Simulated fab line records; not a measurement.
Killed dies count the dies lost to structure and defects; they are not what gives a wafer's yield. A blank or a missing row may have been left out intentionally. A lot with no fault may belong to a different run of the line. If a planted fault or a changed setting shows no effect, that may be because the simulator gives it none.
Chamber matching | flow n5Finfet | cmp-01 running N5_GATE_CUT_CMP_23: 4 sister chambers
The step polishes, stops on SiO2, t overpolish 23.4 s, target thk 16 nm. 14 wafers are shown with their chamber, then 7 later ones without.

== WAFERS, EACH WITH ITS CHAMBER ==
wafer  | chamber | motorCurrentA (A) | timeToEndpointS (s) | overpolishRunS (s)
L074.1 | 0       | 7.5               | 24.6                | 23.398
L074.2 | 3       | 10.8              | 22.8                | 23.406
L074.3 | 1       | 7.6               | 18.0                | 23.397
L085.1 | 3       | 9.9               | 23.8                | 23.401
L085.2 | 0       | 8.2               | 22.8                | 23.385
L085.3 | 1       | 7.2               | 20.6                | 23.403
L086.3 | 0       | 7.9               | 22.1                | 23.393
L086.4 | 2       | 9.6               | 16.6                | 23.419
L086.6 | 2       | 9.5               | 18.9                | 23.390
L087.2 | 1       | 7.7               | 16.6                | 23.406
L087.3 | 2       | 9.8               | 16.5                | 23.396
L087.4 | 3       | 10.0              | 18.9                | 23.387
L094.2 | 1       | 7.6               | 16.3                | 23.391
L094.3 | 2       | 9.8               | 18.9                | 23.396

SIGNATURES, as means of the wafers listed above
reading         | chamber 0 | chamber 1 | chamber 2 | chamber 3 | scatter within a chamber
motorCurrentA   | 7.867     | 7.525     | 9.675     | 10.233    | 0.308
timeToEndpointS | 23.167    | 17.875    | 17.725    | 21.833    | 1.84
overpolishRunS  | 23.39200  | 23.39925  | 23.40025  | 23.39800  | 0.00952
Rule: for a wafer and a chamber, the distance is found by dividing, reading by reading, the gap between the wafer's reading and the chamber's mean by the reading's scatter, squaring, summing and taking the root. The wafer belongs to the nearest chamber; if the next one is less than 2 further off, it can't be placed. The scatter is the square root of a quotient: the sum, over the shown wafers, of each reading's squared deviation from its chamber's mean, divided by wafers minus chambers.

== WAFERS WHOSE CHAMBER IS MISSING ==
wafer  | motorCurrentA (A) | timeToEndpointS (s) | overpolishRunS (s)
L094.5 | 9.6               | 20.8                | 23.407
L095.1 | 7.7               | 20.4                | 23.395
L095.4 | 9.7               | 18.7                | 23.404
L095.6 | 8.0               | 22.7                | 23.378
L097.2 | 10.3              | 23.4                | 23.398
L097.5 | 10.7              | 23.5                | 23.413
L097.6 | 10.3              | 21.5                | 23.400

== EACH ONE'S CHAMBER ==
wafer  | from the rows above     | in truth
L094.5 | can't be placed: 2 or 3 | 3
L095.1 | can't be placed: 1 or 0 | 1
L095.4 | can't be placed: 2 or 3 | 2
L095.6 | 0                       | 0
L097.2 | 3                       | 3
L097.5 | 3                       | 3
L097.6 | 3                       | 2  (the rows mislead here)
Correctly placed: 3 of 7. Cannot be placed on the basis of these rows: 3; the candidates contain the true chamber in 3. Wrongly placed: 1.
